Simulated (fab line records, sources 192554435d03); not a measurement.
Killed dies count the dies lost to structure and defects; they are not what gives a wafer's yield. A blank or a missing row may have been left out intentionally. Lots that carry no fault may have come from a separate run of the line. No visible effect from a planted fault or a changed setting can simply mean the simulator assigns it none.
fab line records -- flow n5_finfet
[record] lots = 11, wafers = 29, last_day = 17
route steps=1938 shown BEOL_M4@1111 BEOL_M14@1728 PASSIVATION@1936
lots that met no fault: from a run of the same line without faults
start_h: start of the lot's first displayed wafer, in hours after the record's first day -- wait_h: time in hours since the lot's previous step -- " unchanged from the row above -- L1.1+2: one row covering several wafers at once -- - either no value or no given start -- * or withheld: withheld -- < > ~ a bound
route shown NAME@n: NAME is a module with steps in the file, n the number in the route of the first one -- usual: average and standard deviation across the fault-free wafers -- same: alike in all rows -- chamber/n: place in a boat -- sites: readings site by site -- _std_site: standard deviation of those values -- _edge_site: outer sites' mean less inner sites' -- radius_mm: how far each site lies from the wafer's centre -- mask NAME#n: copy n -- behind: the last tool/chamber to shape the wafer -- hold: why the lot was held/for how many hours/how that ended -- device: the n, p or np transistor that did not switch -- end of line: at the end of the route, the tests of the same wafers -- where a step has no rows: the recipe by itself -- killed: dies that structure and defects cost at the first sort, which is not the same as the wafer's yield -- map: per-die view of a wafer (x killed, . not killed, _ where there is no die)
set.NAME: setting as actually run; set.NAME@STEP: the setting as run at that earlier step -- model.NAME: the simulator's own value behind a step, which no gauge read
the route's steps for a sample of lots (tables are steps, rows are wafers)
services: the hour from which a tool's chamber was out of use, counted from the record's first day as start_h (under 0 if before that day), plus the number of hours and why
[[steps]]
[step N5_BEOL_M4_RC_MEAS_101]
[usual] DIBL_N = 36.3/1.6, DIBL_P = 36.2/2, IOFF_N = 0.160/0.028, IOFF_P = 0.21/0.036, ION_N = 677/11, ION_P = 465/6.9, SS_N = 71.5/0.55, SS_P = 73.3/0.64, VT_N = 250/3, VT_P = -250/3.5
lot.wafer,tool,chamber,start_h,wait_h,DIBL_N[mV/V],DIBL_P[mV/V],IOFF_N[nA/um],IOFF_P[nA/um],ION_N[uA/um],ION_P[uA/um],SS_N[mV/dec],SS_P[mV/dec],VT_N[mV],VT_P[mV]
L978.1,prober-01,0,164.88,0.0,40.7,40.5,0.246,0.30,688,472,71.9,73.7,243,-246
L978.2,prober-01,0,164.88,0.0,39.1,38.7,0.186,0.25,671,466,72.2,74.2,247,-248
L979.2,prober-02,0,168.04,0.2,35.3,35.1,0.145,0.20,682,464,70.8,72.4,250,-248
L979.3,prober-02,0,168.04,0.2,36.1,35.6,0.159,0.21,679,471,70.7,72.5,248,-247
L979.6,prober-02,0,168.04,0.2,36.5,36.0,0.167,0.22,675,462,70.7,72.9,249,-251
L983.1,prober-02,0,202.72,0.0,37.8,37.0,0.155,0.22,679,473,71.5,73.6,251,-249
L983.5,prober-02,0,202.72,0.0,38.3,36.7,0.152,0.22,662,469,71.8,73.4,253,-248
L983.6,prober-02,0,202.72,0.0,40.5,40.7,0.222,0.30,699,477,72.4,74.5,246,-244
L984.1,prober-01,0,204.48,0.0,37.1,36.7,0.159,0.21,679,467,72.0,73.0,250,-252
L984.2,prober-01,0,204.48,0.0,37.2,35.5,0.166,0.20,671,459,72.2,72.8,247,-250
L984.6,prober-01,0,204.48,0.0,36.6,35.7,0.150,0.19,683,461,71.2,72.2,249,-250
L985.3,prober-01,0,209.69,0.3,37.7,40.4,0.219,0.27,702,478,71.6,74.7,243,-248
L985.4,prober-01,0,209.69,0.3,35.0,36.8,0.160,0.20,675,459,71.2,72.7,250,-252
L985.5,prober-01,0,209.69,0.3,34.8,36.5,0.154,0.20,683,464,70.9,73.0,248,-249
L991.1,prober-01,0,242.18,0.0,37.0,36.9,0.165,0.19,680,460,72.2,73.3,249,-254
L991.3,prober-01,0,242.18,0.0,36.2,37.5,0.169,0.20,685,469,71.6,73.2,251,-252
L991.6,prober-01,0,242.18,0.0,37.1,37.5,0.171,0.20,691,471,72.1,74.1,249,-256
L992.1,prober-01,0,245.65,0.0,37.1,37.1,0.172,0.22,685,467,71.9,73.7,251,-254
L992.5,prober-01,0,245.65,0.0,36.4,36.7,0.171,0.21,678,462,72.1,73.8,249,-251
L992.6,prober-01,0,245.65,0.0,37.3,37.1,0.188,0.21,676,463,71.7,73.6,249,-252
L996.3,prober-01,0,280.76,0.3,36.1,36.7,0.142,0.19,666,457,71.4,73.5,254,-251
L996.4,prober-01,0,280.76,0.3,34.9,35.5,0.133,0.18,673,463,71.2,72.8,252,-251
L999.4,prober-02,0,300.57,0.5,34.3,34.8,0.135,0.20,665,463,71.1,73.0,251,-249
L999.6,prober-02,0,300.57,0.5,34.5,34.4,0.128,0.18,665,462,70.9,73.1,253,-252
L100.3,prober-01,0,306.05,0.3,36.7,35.4,0.172,0.21,682,463,71.5,73.3,247,-250
L100.6,prober-01,0,306.05,0.3,35.5,34.4,0.151,0.20,684,465,71.0,73.7,246,-248
L101.1,prober-02,0,309.49,0.0,36.5,36.4,0.155,0.19,671,453,72.0,73.5,250,-254
L101.3,prober-02,0,309.49,0.0,35.6,35.2,0.144,0.16,678,456,71.4,73.4,251,-257
L101.4,prober-02,0,309.49,0.0,36.0,35.8,0.139,0.17,670,452,71.6,73.5,249,-253
[step N5_BEOL_M14_INSPECT_12]
[recipe] mode = adi, inspect_instrument = macro
[usual] raw_defect_count = 2.1/1.4
lot.wafer,tool,chamber,start_h,wait_h,raw_defect_count
L979.2,defect_inspect-02,-,243.19,0.0,5
L979.3,defect_inspect-02,-,243.19,0.0,2
L979.6,defect_inspect-02,-,243.19,0.0,1
L978.1,defect_inspect-02,-,255.81,0.0,2
L978.2,defect_inspect-02,-,255.81,0.0,2
L984.1,defect_inspect-01,-,274.38,0.0,3
L984.2,defect_inspect-01,-,274.38,0.0,2
L984.6,defect_inspect-01,-,274.38,0.0,4
L983.1,defect_inspect-01,-,278.61,0.0,2
L983.5,defect_inspect-01,-,278.61,0.0,3
L983.6,defect_inspect-01,-,278.61,0.0,1
L985.3,defect_inspect-01,-,282.05,0.0,3
L985.4,defect_inspect-01,-,282.05,0.0,1
L985.5,defect_inspect-01,-,282.05,0.0,1
L991.1,defect_inspect-01,-,321.15,0.0,1
L991.3,defect_inspect-01,-,321.15,0.0,4
L991.6,defect_inspect-01,-,321.15,0.0,0
L992.1,defect_inspect-01,-,327.31,0.0,4
L992.5,defect_inspect-01,-,327.31,0.0,3
L992.6,defect_inspect-01,-,327.31,0.0,1
L996.3,defect_inspect-02,-,365.13,0.0,0
L996.4,defect_inspect-02,-,365.13,0.0,0
L999.4,defect_inspect-02,-,379.99,0.0,1
L999.6,defect_inspect-02,-,379.99,0.0,1
L100.3,defect_inspect-01,-,385.74,0.0,1
L100.6,defect_inspect-01,-,385.74,0.0,1
L101.1,defect_inspect-01,-,388.87,0.0,2
L101.3,defect_inspect-01,-,388.87,0.0,2
L101.4,defect_inspect-01,-,388.87,0.0,1
[step N5_BEOL_M14_TRENCH_ETCH_34]
[recipe] chemistry = C4F8/O2/Ar, target = SiO2, target_depth_a = 5566.5, mask_material = SOC, he_inner_torr = 15, he_outer_torr = 30, time_s = 126.9, ion_energy_ev = 800, pressure_mtorr = 20, source_w = 1905, bias_w = 2040, Ar_flow_sccm = 400, C4F8_flow_sccm = 16, O2_flow_sccm = 12
[usual] C4F8_flow_sccm = 16.00/0.055, O2_flow_sccm = 12.00/0.036, drypump_motor_current_A = 5.7/0.44, oes_product_au = 0.82/0.059, rf_vpp_V = 2228/38, showerhead_plenum_p_Torr = 3.47/0.094, throttle_valve_pct = 30.8/0.33
lot.wafer,tool,chamber,start_h,wait_h,C4F8_flow_sccm,O2_flow_sccm,drypump_motor_current_A,oes_product_au,rf_hours_counter_h,rf_vpp_V,showerhead_plenum_p_Torr,throttle_valve_pct
L979.2,rie_diel-02,3,244.52,0.0,15.99,12.00,4.9,0.79,114,2199,3.47,30.6
L979.3,rie_diel-02,1,244.52,0.0,15.99,11.96,5.7,0.95,9,2262,3.51,30.5
L979.6,rie_diel-02,0,244.52,0.0,16.01,12.03,6.4,0.88,-,2206,3.37,31.4
L978.1,rie_diel-06,2,257.47,0.0,16.02,11.98,5.1,0.83,58,2223,3.49,30.5
L978.2,rie_diel-06,0,257.47,0.0,15.91,11.97,6.2,0.81,82,2270,3.59,30.4
L984.1,rie_diel-02,0,276.01,0.0,-,-,-,-,-,-,-,-
L984.2,rie_diel-02,2,276.01,0.0,-,-,-,-,-,-,-,-
L984.6,rie_diel-02,1,276.01,0.0,-,-,-,-,-,-,-,-
L983.1,rie_diel-02,3,280.34,0.0,-,-,-,-,-,-,-,-
L983.5,rie_diel-02,0,280.34,0.0,-,-,-,-,-,-,-,-
L983.6,rie_diel-02,3,280.34,0.0,-,-,-,-,-,-,-,-
L985.3,rie_diel-02,1,283.51,0.0,-,-,-,-,-,-,-,-
L985.4,rie_diel-02,2,283.51,0.0,-,-,-,-,-,-,-,-
L985.5,rie_diel-02,2,283.51,0.0,-,-,-,-,-,-,-,-
L991.1,rie_diel-02,3,322.49,0.0,16.06,11.96,4.9,0.76,140,2199,3.46,30.6
L991.3,rie_diel-02,1,322.49,0.0,16.02,12.06,5.7,0.87,36,2259,3.49,30.5
L991.6,rie_diel-02,0,322.49,0.0,16.03,11.98,6.5,0.84,-,2205,3.36,31.5
L992.1,rie_diel-06,1,328.65,0.0,15.95,11.95,6.1,0.74,153,2211,3.30,30.8
L992.5,rie_diel-06,3,328.65,0.0,15.96,12.00,5.8,0.81,-,2232,3.59,30.8
L992.6,rie_diel-06,0,328.65,0.0,16.02,11.98,6.1,0.78,-,2271,3.58,30.4
L996.3,rie_diel-06,0,366.60,0.0,16.14,12.05,6.2,0.77,124,2268,3.57,30.4
L996.4,rie_diel-06,3,366.60,0.0,16.06,11.94,5.8,0.80,141,2233,3.58,30.8
L999.4,rie_diel-02,1,381.47,0.0,16.02,11.95,5.7,0.87,47,2260,3.49,30.5
L999.6,rie_diel-02,1,381.47,0.0,16.03,11.91,5.7,0.87,-,2262,3.49,30.5
L100.3,rie_diel-02,3,387.49,0.0,16.00,12.07,4.9,0.74,155,2198,3.45,30.7
L100.6,rie_diel-02,0,387.49,0.0,16.02,11.98,6.5,0.81,-,2204,3.35,31.4
L101.1,rie_diel-06,1,390.51,0.0,16.04,12.01,6.1,0.73,180,2210,3.28,30.8
L101.3,rie_diel-06,0,390.51,0.0,15.92,11.99,6.1,0.75,133,2271,3.56,30.5
L101.4,rie_diel-06,0,390.51,0.0,15.94,11.96,6.1,0.76,-,2270,3.56,30.5
[step N5_BEOL_M14_OCD_MEAS_35]
[usual] trench_depth_nm = 566/16
lot.wafer,tool,chamber,start_h,wait_h,trench_depth_nm
L979.2,ocd-01,-,244.68,0.0,563
L979.3,ocd-01,-,244.68,0.0,565
L979.6,ocd-01,-,244.68,0.0,560
L978.1,ocd-02,-,257.62,0.0,574
L978.2,ocd-02,-,257.62,0.0,551
L984.1,ocd-01,-,276.17,0.0,0
L984.2,ocd-01,-,276.17,0.0,0
L984.6,ocd-01,-,276.17,0.0,0
L983.1,ocd-02,-,280.50,0.0,1
L983.5,ocd-02,-,280.50,0.0,0
L983.6,ocd-02,-,280.50,0.0,0
L985.3,ocd-02,-,283.67,0.0,0
L985.4,ocd-02,-,283.67,0.0,0
L985.5,ocd-02,-,283.67,0.0,0
L991.1,ocd-02,-,322.65,0.0,552
L991.3,ocd-02,-,322.65,0.0,555
L991.6,ocd-02,-,322.65,0.0,559
L992.1,ocd-01,-,328.80,0.0,558
L992.5,ocd-01,-,328.80,0.0,599
L992.6,ocd-01,-,328.80,0.0,544
L996.3,ocd-02,-,366.76,0.0,547
L996.4,ocd-02,-,366.76,0.0,591
L999.4,ocd-02,-,381.62,0.0,567
L999.6,ocd-02,-,381.62,0.0,564
L100.3,ocd-01,-,387.65,0.0,550
L100.6,ocd-01,-,387.65,0.0,550
L101.1,ocd-01,-,390.66,0.0,559
L101.3,ocd-01,-,390.66,0.0,549
L101.4,ocd-01,-,390.66,0.0,550
[step N5_BEOL_M14_PRE_CLEAN_42]
[recipe] gas = H2/He, time_s = 30, temp_c = 300
[usual] heater_power_w = 457/48
lot.wafer,tool,chamber,start_h,wait_h,heater_power_w
L979.2,pvd_sputter-01,-,246.13,0.0,426
L979.3,pvd_sputter-01,-,246.13,0.0,489
L979.6,pvd_sputter-01,-,246.13,0.0,549
L978.1,pvd_sputter-01,-,259.76,0.0,388
L978.2,pvd_sputter-01,-,259.76,0.0,432
L984.1,pvd_sputter-02,-,277.27,0.0,481
L984.2,pvd_sputter-02,-,277.27,0.0,399
L984.6,pvd_sputter-02,-,277.27,0.0,466
L983.1,pvd_sputter-02,-,280.87,0.0,423
L983.5,pvd_sputter-02,-,280.87,0.0,445
L983.6,pvd_sputter-02,-,280.87,0.0,399
L985.3,pvd_sputter-02,-,289.30,0.0,392
L985.4,pvd_sputter-02,-,289.30,0.0,392
L985.5,pvd_sputter-02,-,289.30,0.0,461
L991.1,pvd_sputter-01,-,325.86,0.0,395
L991.3,pvd_sputter-01,-,325.86,0.0,545
L991.6,pvd_sputter-01,-,325.86,0.0,403
L992.1,pvd_sputter-01,-,329.41,0.0,554
L992.5,pvd_sputter-01,-,329.41,0.0,387
L992.6,pvd_sputter-01,-,329.41,0.0,486
L996.3,pvd_sputter-03,-,368.47,0.0,449
L996.4,pvd_sputter-03,-,368.47,0.0,523
L999.4,pvd_sputter-03,-,383.05,0.0,485
L999.6,pvd_sputter-03,-,383.05,0.0,524
L100.3,pvd_sputter-03,-,389.91,0.0,524
L100.6,pvd_sputter-03,-,389.91,0.0,448
L101.1,pvd_sputter-01,-,391.98,0.0,423
L101.3,pvd_sputter-01,-,391.98,0.0,535
L101.4,pvd_sputter-01,-,391.98,0.0,388
[step N5_BEOL_M14_SPUTTER_43]
[recipe] material = TaN, target_thk_a = 150, temp_c = 50, bias_v = 168.6, power_w = 15000, chamber_pressure_pa = 0.12, time_s = 24.19
[usual] throttle_valve_pct = 30.2/0.91
lot.wafer,tool,chamber,start_h,wait_h,throttle_valve_pct
L979.2,pvd_sputter-01,-,246.17,0.0,30.4
L979.3,pvd_sputter-01,-,246.17,0.0,32.0
L979.6,pvd_sputter-01,-,246.17,0.0,29.6
L978.1,pvd_sputter-01,-,259.80,0.0,31.0
L978.2,pvd_sputter-01,-,259.80,0.0,30.7
L984.1,pvd_sputter-02,-,277.31,0.0,28.9
L984.2,pvd_sputter-02,-,277.31,0.0,29.6
L984.6,pvd_sputter-02,-,277.31,0.0,29.0
L983.1,pvd_sputter-02,-,280.91,0.0,30.6
L983.5,pvd_sputter-02,-,280.91,0.0,30.2
L983.6,pvd_sputter-02,-,280.91,0.0,29.4
L985.3,pvd_sputter-02,-,289.34,0.0,29.5
L985.4,pvd_sputter-02,-,289.34,0.0,29.4
L985.5,pvd_sputter-02,-,289.34,0.0,29.1
L991.1,pvd_sputter-01,-,325.90,0.0,31.2
L991.3,pvd_sputter-01,-,325.90,0.0,29.1
L991.6,pvd_sputter-01,-,325.90,0.0,31.3
L992.1,pvd_sputter-01,-,329.45,0.0,29.6
L992.5,pvd_sputter-01,-,329.45,0.0,30.9
L992.6,pvd_sputter-01,-,329.45,0.0,31.7
L996.3,pvd_sputter-03,-,368.51,0.0,30.0
L996.4,pvd_sputter-03,-,368.51,0.0,31.8
L999.4,pvd_sputter-03,-,383.09,0.0,30.1
L999.6,pvd_sputter-03,-,383.09,0.0,32.0
L100.3,pvd_sputter-03,-,389.95,0.0,31.4
L100.6,pvd_sputter-03,-,389.95,0.0,30.2
L101.1,pvd_sputter-01,-,392.02,0.0,30.6
L101.3,pvd_sputter-01,-,392.02,0.0,29.4
L101.4,pvd_sputter-01,-,392.02,0.0,30.9
[step N5_PASSIVATION_PROBE_49]
[usual] defect_limited_yield = 91.2/1.5, killed_at_M0_to_M3 = 36/10, killed_at_M4_up = 13/6, killed_at_contacts = 11/5.2, killed_at_front_end = 40/11, killed_at_other = 3.1/2.9, killed_dies = 104/17, killed_on_rim = 14/3.6, killed_open = 66/12, killed_short = 34/7.7, sort_bin_5_function = 5.1/0.91, sort_bin_6_memory = 3.2/0.67, sort_n_pass = 1076/17, sort_yield_pct = 91.2/1.5
[same] gross_dies = 1180, killed_at_back_side = 0, sort_bin_4_leakage[%] = 0, sort_bin_8_speed[%] = 0
lot.wafer,tool,chamber,start_h,wait_h,defect_limited_yield[%],killed_at_M0_to_M3,killed_at_M4_up,killed_at_contacts,killed_at_front_end,killed_at_other,killed_dies,killed_on_rim,killed_open,killed_short,sort_bin_5_function[%],sort_bin_6_memory[%],sort_n_pass,sort_yield_pct[%]
L984.1,prober-02,-,302.56,0.0,0,46,1050,14,61,9,1180,152,76,52,94.2,4.2,0,0
L984.2,prober-02,-,302.61,0.1,0,31,1086,22,38,3,1180,152,69,34,96.7,3.2,0,0
L984.6,prober-02,-,302.81,0.3,0,43,1082,12,43,0,1180,152,65,42,95.8,3.8,0,0
L983.1,prober-02,-,306.24,0.0,0,40,1070,5,57,8,1180,152,59,47,94.9,3.7,0,0
L983.5,prober-02,-,306.44,0.2,0,43,1053,4,76,4,1180,152,94,38,94.7,4.2,0,0
L983.6,prober-02,-,306.49,0.3,0,64,1061,7,47,1,1180,152,69,53,95.5,4.2,0,0
L985.3,prober-01,-,310.75,0.1,0,34,1071,20,50,5,1180,152,77,42,95.3,4.1,0,0
L985.4,prober-01,-,310.80,0.2,0,42,1091,17,26,4,1180,152,60,34,96.7,2.9,0,0
L985.5,prober-01,-,310.85,0.2,0,29,1097,18,32,4,1180,152,61,20,96.0,3.0,0,0
// killed by level:class
L984.1 BEOL_M14:area_etch=1039 BEOL_M0_SAQP:geometric_particle:short=16 HKMG_FIN:area_etch=13 BEOL_M0_SAQP:geometric_particle:open=11 FIN_SAQP:geometric_particle:short=10 STI_FIN_REVEAL:geometric_particle:open=10 MOL_CONTACT_COAG:geometric_particle:open=9 GATE_CUT:geometric_particle:short=8
L984.2 BEOL_M14:area_etch=1075 MOL_CONTACT_COAG:geometric_particle:open=20 FIN_SAQP:geometric_particle:short=10 STI_FIN_REVEAL:geometric_particle:open=9 BEOL_M2:geometric_particle:open=7 BEOL_M0_SAQP:geometric_particle:open=7 BEOL_M0_SAQP:geometric_particle:short=7 STI_FIN_REVEAL:geometric_particle:short=3
L984.6 BEOL_M14:area_etch=1068 FIN_SAQP:geometric_particle:short=12 BEOL_M0_SAQP:geometric_particle:short=11 MOL_CONTACT_COAG:geometric_particle:open=10 BEOL_M0_SAQP:geometric_particle:open=9 BEOL_M1:geometric_particle:open=8 STI_FIN_REVEAL:geometric_particle:open=6 BEOL_M3:geometric_particle:open=6
L983.1 BEOL_M14:area_etch=1055 BEOL_M0_SAQP:geometric_particle:open=14 BEOL_M0_SAQP:geometric_particle:short=14 HKMG_FIN:area_etch=13 GATE_CUT:geometric_particle:short=8 FIN_SAQP:geometric_particle:short=7 FIN_SAQP:geometric_particle:open=6 GATE_CUT:geometric_particle:open=6
L983.5 BEOL_M14:area_etch=1037 FIN_SAQP:geometric_particle:open=27 BEOL_M0:geometric_particle:open=12 FIN_SAQP:geometric_particle:short=10 HKMG_FIN:area_etch=10 GATE_CUT:geometric_particle:open=8 BEOL_M0_SAQP:geometric_particle:open=8 BEOL_M3:geometric_particle:open=8
L983.6 BEOL_M14:area_etch=1055 BEOL_M0_SAQP:geometric_particle:open=26 BEOL_M0_SAQP:geometric_particle:short=23 FIN_SAQP:geometric_particle:short=9 FIN_SAQP:geometric_particle:open=7 DUMMY_GATE:geometric_particle:open=5 MOL_CONTACT_COAG:geometric_particle:open=5 STARTING-WAFER:geometric_particle:open=4
L985.3 BEOL_M14:area_etch=1060 FIN_SAQP:geometric_particle:short=25 MOL_CONTACT_COAG:geometric_particle:open=15 BEOL_M1:geometric_particle:open=12 FIN_SAQP:geometric_particle:open=7 STI_FIN_REVEAL:geometric_particle:open=7 BEOL_M3:geometric_particle:open=6 BEOL_M2:geometric_particle:open=5
L985.4 BEOL_M14:area_etch=1085 MOL_CONTACT_COAG:geometric_particle:open=13 BEOL_M0_SAQP:geometric_particle:short=12 BEOL_M0_SAQP:geometric_particle:open=12 GATE_CUT:geometric_particle:open=7 BEOL_M3:geometric_particle:open=7 BEOL_M1:geometric_particle:short=5 FIN_SAQP:geometric_particle:open=4
L985.5 BEOL_M14:area_etch=1086 MOL_CONTACT_COAG:geometric_particle:open=15 HKMG_FIN:area_etch=9 BEOL_M1:geometric_particle:open=7 BEOL_M0_SAQP:geometric_particle:open=6 BEOL_M3:geometric_particle:open=6 STI_FIN_REVEAL:geometric_particle:open=5 FIN_SAQP:geometric_particle:short=4
[[services]]
tool,chamber,start_h,hours,kind
rie_diel-02,2,220.79,6.6,repair
rie_diel-02,3,222.10,1.4,repair
rie_diel-02,2,227.67,-,clean
rie_diel-02,2,227.67,-,consumable_replace:focus_ring
rie_diel-02,2,227.67,19.5,scheduled_down
rie_diel-02,2,227.67,19.5,vent_cycle
pvd_sputter-01,-,265.60,4.9,repair
pvd_sputter-02,-,306.05,1.9,repair
rie_diel-06,-,307.32,2.8,pm
rie_diel-02,-,329.88,24.2,repair
pvd_sputter-03,-,352.94,1.0,repair
rie_diel-06,2,386.98,7.8,repair
[[key]]
[first_sign] step = N5_BEOL_M14_TRENCH_ETCH_34, reading = tool_record, direction = missing
[effect] step = N5_BEOL_M14_OCD_MEAS_35, reading = trench_depth_nm, direction = down, sigmas = 36, usual = 566, struck = 0
[effect] step = N5_PASSIVATION_PROBE_49, reading = killed_at_M4_up, direction = up, sigmas = 99+, usual = 13, struck = 1073
[more_kills_born_at] N5_BEOL_M14_TRENCH_ETCH_34@rie_diel-02 = 9560
met_at N5_BEOL_M14_TRENCH_ETCH_34
struck_lots L983,L984,L985
later_rows_left_out L983.1,L983.5,L983.6,L984.1,L984.2,L984.6,L985.3,L985.4,L985.5
not_acting_at N5_BEOL_M14_INSPECT_12,N5_BEOL_M14_PRE_CLEAN_42,N5_BEOL_M14_SPUTTER_43
onset_between 244.52 276.01
[earlier_fault] kind = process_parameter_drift, tool = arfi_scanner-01, chamber = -, onset_h = 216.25, steps = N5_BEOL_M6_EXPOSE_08, channel = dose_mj, offset = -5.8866, shape = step, acts_in = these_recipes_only, stated = 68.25
[earlier_fault] kind = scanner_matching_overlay, tool = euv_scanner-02, chamber = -, onset_h = 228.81, steps = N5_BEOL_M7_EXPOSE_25, offset = 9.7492
[fault] kind = skipped_step_whole, tool = rie_diel-02, chamber = -, onset_h = 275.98, steps = N5_BEOL_M14_TRENCH_ETCH_34, scope = struck_lots_only
// later_rows_left_out: the simulator's readings of these wafers behind a module that went badly wrong aren't trusted and aren't shown, but for the sort
